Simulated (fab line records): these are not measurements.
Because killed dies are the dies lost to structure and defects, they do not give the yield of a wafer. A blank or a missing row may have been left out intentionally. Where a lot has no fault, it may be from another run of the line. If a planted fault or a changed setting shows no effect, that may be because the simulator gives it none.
Which of the tools did it?    flow nandHarc    Sampling: 14 lots, 42 wafers, 4 of 1302 route steps

WHAT EACH GAUGE READ, for each wafer
The record holds no reading of a measuring or inspecting step that can be judged against a usual standard deviation.

WHICH TOOL RAN EACH LOT (tool, then ch and the chambers of the sampled wafers, then the start)
lot   NHARC_A_STAIRCASE_ETCH_315                    NHARC_A_STAIRCASE_PEB_439         NHARC_A_STAIRCASE_CMP_152      NHARC_A_STAIRCASE_ETCHBACK_422
L577  rieDiel-09 ch 0,3, day 18 20:07 or earlier    lithoTrack-03 ch 0, day 18 20:07  cmp-04 ch 2,3, day 19 01:59    rieDiel-09 ch 0,1, day 19 02:28
L578  rieDiel-13 ch 0,1,3, day 19 08:46 or earlier  lithoTrack-03 ch 0, day 19 08:46  cmp-04 ch 0,3, day 19 15:22    rieDiel-06 ch 0,1, day 19 15:50
L579  rieDiel-13 ch 2,3, day 19 17:55 or earlier    lithoTrack-07 ch 0, day 19 17:55  cmp-02 ch 0,3, day 19 23:35    rieDiel-09 ch 0,1, day 20 00:07
L581  rieDiel-06 ch 0,1,3, day 19 18:04 or earlier  lithoTrack-07 ch 0, day 19 18:04  cmp-04 ch 0,1,3, day 19 23:43  rieDiel-13 ch 0,1,2, day 20 00:10
L582  rieDiel-06 ch 1,2, day 20 13:01 or earlier    lithoTrack-03 ch 0, day 20 13:01  cmp-03 ch 1,2,3, day 20 18:43  rieDiel-13 ch 1,2,3, day 20 19:11
L588  rieDiel-06 ch 0,1,3, day 23 21:40 or earlier  lithoTrack-03, day 23 21:40       cmp-02 ch 2,3, day 24 03:19    rieDiel-13 ch 0,1,2, day 24 03:47
L591  rieDiel-13 ch 0,2,3, day 25 03:02 or earlier  lithoTrack-03, day 25 03:02       cmp-02 ch 0,2, day 25 11:38    rieDiel-09 ch 0,1,2, day 25 12:07
L596  rieDiel-13 ch 0,2,3, day 26 08:05 or earlier  lithoTrack-05 ch 0, day 26 08:05  cmp-04 ch 0,3, day 26 14:14    rieDiel-09 ch 0,2, day 26 14:43
L595  rieDiel-06 ch 0,2,3, day 26 08:01 or earlier  lithoTrack-03 ch 0, day 26 08:01  cmp-02 ch 0,2,3, day 26 13:41  rieDiel-13 ch 0,2,3, day 26 14:08
L594  rieDiel-13 ch 0,3, day 26 08:03 or earlier    lithoTrack-07 ch 0, day 26 08:03  cmp-03 ch 0,1,3, day 26 13:58  rieDiel-13 ch 1,2,3, day 26 14:28
L597  rieDiel-13 ch 2,3, day 27 15:20 or earlier    lithoTrack-05 ch 0, day 27 15:20  cmp-04 ch 0,1, day 27 21:01    rieDiel-09 ch 0,1,2, day 27 21:29
L598  rieDiel-06 ch 0,1,3, day 28 01:43 or earlier  lithoTrack-07 ch 0, day 28 01:43  cmp-02 ch 0,2, day 28 07:28    rieDiel-06 ch 0,3, day 28 07:59
L599  rieDiel-13 ch 0,3, day 28 11:44 or earlier    lithoTrack-03 ch 0, day 28 11:44  cmp-03 ch 1,2,3, day 28 17:39  rieDiel-13 ch 0,1,2, day 28 18:13
L600  rieDiel-09 ch 0,3, day 28 11:35 or earlier    lithoTrack-07 ch 0, day 28 11:35  cmp-03 ch 1,2,3, day 28 17:23  rieDiel-13 ch 0,2,3, day 28 17:51
- NHARC_A_STAIRCASE_ETCH_315: etches the open film in C4F8/O2/Ar, target depth 2500 nm, time 607.1 s.
- NHARC_A_STAIRCASE_PEB_439: peb time 130 s.
- NHARC_A_STAIRCASE_CMP_152: polishes.
- NHARC_A_STAIRCASE_ETCHBACK_422: etches the open film in CH3F/O2, target depth 40 nm, time 74.286 s.

WHAT THE TOOLS THEMSELVES READ (means of the sampled wafers that have a number; where no wafer has one, the mark that the record gives instead)
NHARC_A_STAIRCASE_ETCH_315. Usual: biasW 2999 W, standard deviation 9.1; oesProductAu 0.930 a.u., standard deviation 0.01; rfVppV 1829 V, standard deviation 11.
lot   tool        biasW (W)  oesProductAu (a.u.)  rfVppV (V)  flag
L577  rieDiel-09  2996       0.943                1821        
L578  rieDiel-13  2998       0.935                1829        
L579  rieDiel-13  2998       0.933                1829        
L581  rieDiel-06  2998       0.925                1827        
L582  rieDiel-06  3006       0.918                1836        
L588  rieDiel-06  3006       0.940                1827        
L591  rieDiel-13  3001       0.919                1828        
L596  rieDiel-13  2997       0.927                1828        
L595  rieDiel-06  3000       0.948                1830        
L594  rieDiel-13  3002       0.922                1821        
L597  rieDiel-13  2997       0.915                1826        
L598  rieDiel-06  2999       0.941                1825        
L599  rieDiel-13  3006       0.919                1821        
L600  rieDiel-09  3003       0.943                1839        

NHARC_A_STAIRCASE_PEB_439. Usual: chillPlateTempC 23.00 C, standard deviation 0.12; exhaustPa 45.2 Pa, standard deviation 0.89; resistLineTempC 22.99 C, standard deviation 0.099.
lot   tool           chillPlateTempC (C)  exhaustPa (Pa)  resistLineTempC (C)  flag
L577  lithoTrack-03  22.88                45.8            22.90                
L578  lithoTrack-03  23.06                46.7            22.97                
L579  lithoTrack-07  23.08                45.4            22.96                
L581  lithoTrack-07  22.84                45.2            22.99                
L582  lithoTrack-03  22.98                43.8            22.98                
L588  lithoTrack-03  -                    -               -                    OFF
L591  lithoTrack-03  -                    -               -                    OFF
L596  lithoTrack-05  22.96                45.4            23.05                
L595  lithoTrack-03  23.11                45.5            23.00                
L594  lithoTrack-07  22.77                45.6            23.03                
L597  lithoTrack-05  23.05                44.7            23.13                
L598  lithoTrack-07  23.07                44.9            23.04                
L599  lithoTrack-03  23.00                44.5            23.14                
L600  lithoTrack-07  22.86                45.5            22.93                

NHARC_A_STAIRCASE_CMP_152. Usual: motorCurrentA at 11.6 A, with a standard deviation of 1.
lot   tool    motorCurrentA (A)  flag
L577  cmp-04  12.0               
L578  cmp-04  12.7               
L579  cmp-02  11.3               
L581  cmp-04  11.9               
L582  cmp-03  11.5               
L588  cmp-02  10.8               
L591  cmp-02  10.9               
L596  cmp-04  12.8               
L595  cmp-02  11.4               
L594  cmp-03  10.6               
L597  cmp-04  12.3               
L598  cmp-02  11.5               
L599  cmp-03  11.2               
L600  cmp-03  11.7               

NHARC_A_STAIRCASE_ETCHBACK_422. Usual: for biasW, 100.01 W with a standard deviation of 0.28; for drypumpMotorCurrentA, 5.7 A with a standard deviation of 0.5; for mfcArSccm, 200.2 sccm with a standard deviation of 0.63; for oesProductAu, 0.95 a.u. with a standard deviation of 0.036; for rfVppV, 245.0 V with a standard deviation of 1.6; for showerheadPlenumPTorr, 2.50 Torr with a standard deviation of 0.1; for throttleValvePct, 20.663 % with a standard deviation of 0.0092.
lot   tool        biasW (W)  drypumpMotorCurrentA (A)  mfcArSccm (sccm)  oesProductAu (a.u.)  rfVppV (V)  showerheadPlenumPTorr (Torr)  throttleValvePct (%)  flag
L577  rieDiel-09  100.13     5.5                       200.7             0.94                 246.2       2.58                          20.655                
L578  rieDiel-06  99.77      5.8                       200.3             0.93                 244.8       2.48                          20.657                
L579  rieDiel-09  99.86      5.5                       200.2             0.94                 246.3       2.58                          20.661                
L581  rieDiel-13  100.05     5.1                       199.9             0.92                 245.2       2.54                          20.669                
L582  rieDiel-13  100.03     5.6                       199.8             0.99                 244.5       2.45                          20.658                
L588  rieDiel-13  99.96      5.2                       199.6             0.97                 245.6       2.53                          20.666                
L591  rieDiel-09  100.15     5.6                       200.2             0.93                 245.1       2.49                          20.660                
L596  rieDiel-09  100.16     5.8                       200.4             0.93                 243.5       2.42                          20.663                
L595  rieDiel-13  99.95      5.5                       200.0             0.92                 244.8       2.47                          20.656                
L594  rieDiel-13  99.58      5.6                       200.5             0.92                 244.0       2.43                          20.670                
L597  rieDiel-09  99.97      5.6                       200.1             0.93                 244.6       2.49                          20.653                
L598  rieDiel-06  99.91      6.0                       199.7             0.93                 243.8       2.42                          20.671                
L599  rieDiel-13  100.00     5.2                       200.1             0.99                 245.0       2.51                          20.662                
L600  rieDiel-13  100.08     5.5                       200.2             0.93                 244.7       2.46                          20.654                

THE ANSWER, worked out from the rows above alone
Rule: lot off if the mean of its wafers having a number is beyond 3 standard deviations from the usual mean. A lot without any number at a reading at which 4 lots or more have one is off too. The other lots that the step has rows for count as sound. The gauges are gone through in route order, then the tools' own readings, and for those a lot's mean is taken as printed above. The first step at which some lot is off is used, and at that step the reading that is off furthest; a lot without a number counts as furthest.
Off at NHARC_A_STAIRCASE_PEB_439 (chillPlateTempC): L588, L591. Without a number there: L588, L591.
A tool fits if, at that step or a process step before it, it ran every lot that is off, and no sound lot after the first of them. NHARC_A_STAIRCASE_ETCH_315 gives no start for some lots, so the hours and the order of its lots are those of NHARC_A_STAIRCASE_PEB_439. Of those tried, none fits.

WHAT WAS PUT IN BY THE SIMULATOR
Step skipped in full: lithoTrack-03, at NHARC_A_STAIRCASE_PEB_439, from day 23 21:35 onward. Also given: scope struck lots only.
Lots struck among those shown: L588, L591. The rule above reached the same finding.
